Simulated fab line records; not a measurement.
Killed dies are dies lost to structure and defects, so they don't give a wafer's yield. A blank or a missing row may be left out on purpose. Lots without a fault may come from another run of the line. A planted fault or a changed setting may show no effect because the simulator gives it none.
Struck lot and sound lot, side by side | flow n5 finfet | 33 out of 1938 route steps
Sound: these wafers, L743.2, L743.4, L743.6. Wafers struck: L763.3, L763.5, L763.6. The cause is named last.
Per side, at each step with rows, come the tool, then ch with its chambers, and then its first start. Under that, the readings that differ: sound wafers | struck wafers | difference of the means | sigmas: that difference in standard deviations of wafers without a fault.
alike: readings whose means differ by less than 2 such deviations, and words and numbers that are the same on both sides. not compared: withheld readings, readings that some wafer has no value for, bounds like >300 that may hide the same value, and numbers for which the record gives no deviation and whose values overlap.
Wherever a step has rows on one side only, a row that says differs or no value, or a row with sigmas, the two part there. Numbers that don't overlap but have no deviation are shown without sigmas and don't part them. A reading missing from all wafers of one side parts the sides only when that side holds two or more wafers.

first, 10 steps without rows for these wafers: N5_BEOL_M2_ETCH_41 (etches SiCN in CH3F/O2, target depth 29.9 nm, time 52.5 s); N5_BEOL_M2_STRIP_97 (strips in N2/H2, time 10 s); N5_BEOL_M2_HM_STRIP_39 (strips TiN in peroxide tin strip, target depth 25 nm, time 158 s); N5_BEOL_M2_SRD_40 (time 30 s); N5_BEOL_M2_PRECLEAN_42 (cleans in residue remover, time 60 s); N5_BEOL_M2_SRD_43 (time 30 s); N5_BEOL_M2_DEGAS_44 (time 60 s); N5_BEOL_M2_PRE_CLEAN_45 (time 30 s); N5_BEOL_M2_ALD_84 (deposits TaN, pulse time 2 s, purge time 3 s, co reactant purge time 2 s); N5_BEOL_M2_SURFACE_TREAT_85.
N5_BEOL_M2_CVD_47: deposits Co from CCTBA/H2, target thk 3 nm, time 223.8 s.
  sound on cvd co-02 ch 0,2, day 6 23:02; struck on cvd co-01 ch 0,2, day 12 15:45
  no value came back on the struck wafers for chamber pressure Torr (Torr), run length s (s), time s (s); on the sound wafers chamber pressure Torr (Torr) reads 30.01 30.01 30.01
then, 19 steps without rows for these wafers: N5_BEOL_M2_SPUTTER_48 (material Cu, target thk 4.5 nm, time 8.29 s); N5_BEOL_M2_ANNEAL_49 (time 240 s); N5_BEOL_M2_SPUTTER_79 (material Cu, target thk 4.5 nm, time 8.29 s); N5_BEOL_M2_ANNEAL_80 (time 240 s); N5_BEOL_M2_SPUTTER_81 (material Cu, target thk 4.5 nm, time 8.29 s); N5_BEOL_M2_ANNEAL_82 (time 240 s); N5_BEOL_M2_SPUTTER_86 (material Cu, target thk 4.5 nm, time 8.29 s); N5_BEOL_M2_ANNEAL_87 (time 240 s); N5_BEOL_M2_SPUTTER_88 (material Cu, target thk 4.5 nm, time 8.29 s); N5_BEOL_M2_ANNEAL_89 (time 240 s); N5_BEOL_M2_SPUTTER_90 (material Cu, target thk 4.5 nm, time 8.29 s); N5_BEOL_M2_ANNEAL_91 (time 240 s); N5_BEOL_M2_SPUTTER_92 (material Cu, target thk 4.5 nm, time 8.29 s); N5_BEOL_M2_ANNEAL_93 (time 240 s); N5_BEOL_M2_SPUTTER_94 (material Cu, target thk 4.5 nm, time 8.29 s); N5_BEOL_M2_ANNEAL_95 (time 240 s); N5_BEOL_M2_SPUTTER_96 (material Cu, target thk 4.5 nm, time 8.29 s); N5_BEOL_M2_ECD_50 (material Cu, target thk 300 nm); N5_BEOL_M2_ANNEAL_51 (time 90 s).
N5_BEOL_M2_CMP_52: polishes, stops on SiOC, t overpolish 6.8 s, target thk 40 nm.
  sound on cmp-02 ch 1,2,3, day 7 01:34; struck on cmp-04 ch 1,2,3, day 12 18:17
  reading                      | sound          | struck         | difference | sigmas
  barrier field endpoint s (s) | 24.5 25.0 25.3 | 20.7 21.4 21.0 | -3.9       | -6
  motor current A (A)          | 5.5 5.5 5.7    | 6.1 7.1 7.0    | +1.2       | +2
  alike: edge zone pressure frac, head pressure psi
  not compared: model.Cu_of_BEOL_M2_ECD_50.thk nm
N5_BEOL_M4_RC_MEAS_101:
  the record has rows for the sound wafers here (prober-02 ch 0, day 8 04:31) and none for the struck ones
-- the record jumps here: 6 days lie between the struck wafers' starts before and after (it left off in module BEOL_M4 and takes up again in module PASSIVATION, whose first step shown is number 1936 of the route) --
N5_PASSIVATION_PROBE_49:
  rows exist in the record for the struck wafers here (prober-02, day 18 06:34), but not for the sound ones

WHERE THEY PART
Last at N5_PASSIVATION_PROBE_49 as far as this record goes, first at N5_BEOL_M2_CVD_47.

WHY: what had been put in by the simulator
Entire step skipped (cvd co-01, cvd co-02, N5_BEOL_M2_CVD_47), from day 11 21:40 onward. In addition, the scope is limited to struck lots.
